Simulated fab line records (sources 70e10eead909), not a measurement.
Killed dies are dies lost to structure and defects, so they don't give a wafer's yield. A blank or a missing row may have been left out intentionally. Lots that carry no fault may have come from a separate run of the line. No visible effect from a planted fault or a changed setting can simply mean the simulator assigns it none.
Matching of chambers | flow nand-harc | NHARC_A_STAIRCASE_DEP_301 on pecvd-02: 3 sister chambers
The step deposits SiON, target thk 30 nm. 6 wafers are shown with their chamber, then 7 later ones without.

== WAFERS, EACH WITH ITS CHAMBER ==
wafer  | chamber | showerhead-vpp-V (V) | rf-fwd-power-W (W)
L487.1 | 0       | 1120                 | 347.3
L487.2 | 2       | 1130                 | 349.7
L494.3 | 2       | 1108                 | 349.8
L494.6 | 1       | 1093                 | 347.1
L495.1 | 0       | 1142                 | 348.5
L495.3 | 1       | 1088                 | 348.1

== WAFERS MISSING THEIR CHAMBER ==
wafer  | showerhead-vpp-V (V) | rf-fwd-power-W (W)
L495.5 | 1118                 | 347.9
L497.1 | 1126                 | 348.1
L497.4 | 1119                 | 348.1
L497.5 | 1096                 | 349.2
L499.4 | 1134                 | 347.5
L499.5 | 1120                 | 350.7
L499.6 | 1072                 | 349.7

== CHAMBER TAKEN BY EACH ==
wafer  | from the rows above          | in truth
L495.5 | can't be placed: 0 or 1 or 2 | 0
L497.1 | 0                            | 0
L497.4 | can't be placed: 0 or 1 or 2 | 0
L497.5 | can't be placed: 2 or 1 or 0 | 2
L499.4 | 0                            | 0
L499.5 | 2                            | 2
L499.6 | can't be placed: 1 or 2 or 0 | 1
3 of 7 placed correctly. Can't be placed from these rows: 4 (the true chamber is among the candidates in 4). Number placed wrongly: 0.
How it was worked out, from the rows above alone: a wafer's distance from a chamber is the root of the sum, over the readings, of the square of ((its reading less the chamber's mean) divided by the reading's scatter). If the next closest chamber is less than 2 further off than the closest, the wafer can't be placed; otherwise it belongs to the closest. Each chamber's mean is taken over the wafers shown for it. The scatter is the square root of a quotient: the sum, over the shown wafers, of each reading's squared deviation from its chamber's mean, divided by wafers minus chambers.
